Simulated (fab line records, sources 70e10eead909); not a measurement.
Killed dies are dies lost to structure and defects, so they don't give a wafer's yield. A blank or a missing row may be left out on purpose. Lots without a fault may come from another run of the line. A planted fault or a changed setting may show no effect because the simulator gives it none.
Which tool did it? | flow nand_harc | 11 lots, 33 wafers sampled, at 3 steps of a route of 1302

WHAT THE GAUGES READ, wafer by wafer
NHARC_A_M0_OVL_MEAS_10: pitch 160 nm.
lot  | measured     | on         | overlay_x_nm (nm)
L075 | day 23 17:42 | overlay-02 | 0.5 -0.2 -0.8
L078 | day 24 05:44 | overlay-02 | -1.1 -1.1 -0.9
L079 | day 24 11:51 | overlay-02 | -1.6 -1.9 -1.2
L081 | day 25 07:37 | overlay-02 | 0.0 0.3 0.2
L083 | day 27 03:29 | overlay-02 | 1.1 0.9 0.7
L085 | day 27 10:26 | overlay-01 | 0.1 0.3 0.0
L088 | day 28 18:21 | overlay-01 | 0.2 -0.3 -0.6
L090 | day 29 02:17 | overlay-02 | 0.2 0.8 0.4
L092 | day 29 20:04 | overlay-02 | -0.6 -0.5 0.1
L095 | day 31 01:22 | overlay-01 | 0.6 -0.4 0.4
L094 | day 31 15:22 | overlay-01 | -0.1 0.3 0.2

WHICH TOOL RAN EACH LOT (tool, then ch and the chambers of the sampled wafers, then the start)
lot  | NHARC_A_CONTACT_ETCH_30                       | NHARC_A_BLC_ETCH_16
L075 | rie_diel-03 ch 0,1,3, day 23 13:50 or earlier | rie_diel-04 ch 0,2, day 23 13:50
L078 | rie_diel-12 ch 1,3, day 24 01:54 or earlier   | rie_diel-07 ch 0,1,2, day 24 01:54
L079 | rie_diel-03 ch 0,2, day 24 08:07 or earlier   | rie_diel-07 ch 0,2,3, day 24 08:07
L081 | rie_diel-12 ch 2,3, day 25 03:46 or earlier   | rie_diel-07 ch 1,2, day 25 03:46
L083 | rie_diel-12 ch 0,3, day 26 23:34 or earlier   | rie_diel-04 ch 0,3, day 26 23:34
L085 | rie_diel-03 ch 0,1,3, day 27 06:44 or earlier | rie_diel-04 ch 1,2,3, day 27 06:44
L088 | rie_diel-03 ch 0,2,3, day 28 14:29 or earlier | rie_diel-07 ch 1,2, day 28 14:29
L090 | rie_diel-12 ch 0,1, day 28 22:24 or earlier   | rie_diel-04 ch 1,3, day 28 22:24
L092 | rie_diel-12 ch 2,3, day 29 16:12 or earlier   | rie_diel-04 ch 0,2,3, day 29 16:12
L095 | rie_diel-12 ch 0,2,3, day 30 21:23 or earlier | rie_diel-07 ch 0,3, day 30 21:23
L094 | rie_diel-03 ch 1,2,3, day 31 11:28 or earlier | rie_diel-07 ch 1,2,3, day 31 11:28
- NHARC_A_CONTACT_ETCH_30: etches the open film in CF4/CHF3, target depth 72.6 nm, time 36.3 s.
- NHARC_A_BLC_ETCH_16: etches the open film in CF4, target depth 39 nm, time 65 s.

THE ANSWER, worked out from the rows above alone
Rule: what is usual is taken from the lots themselves. Put in order of their means at a reading, lots are off if they are a third of the lots or fewer, leave a main group of 4 or more, and stand apart from it by a gap of 3 or more times the standard deviation of the main group's means; of several such gaps the widest counts. A main group whose means are all the same, to the digits that the tables above print for the reading, isn't used. A lot without any number at a reading at which 4 lots or more have one is off too. The other lots that the step has rows for count as sound.
No lot is off at any reading shown: from this, nothing can be told.

WHAT THE SIMULATOR HAD PUT IN
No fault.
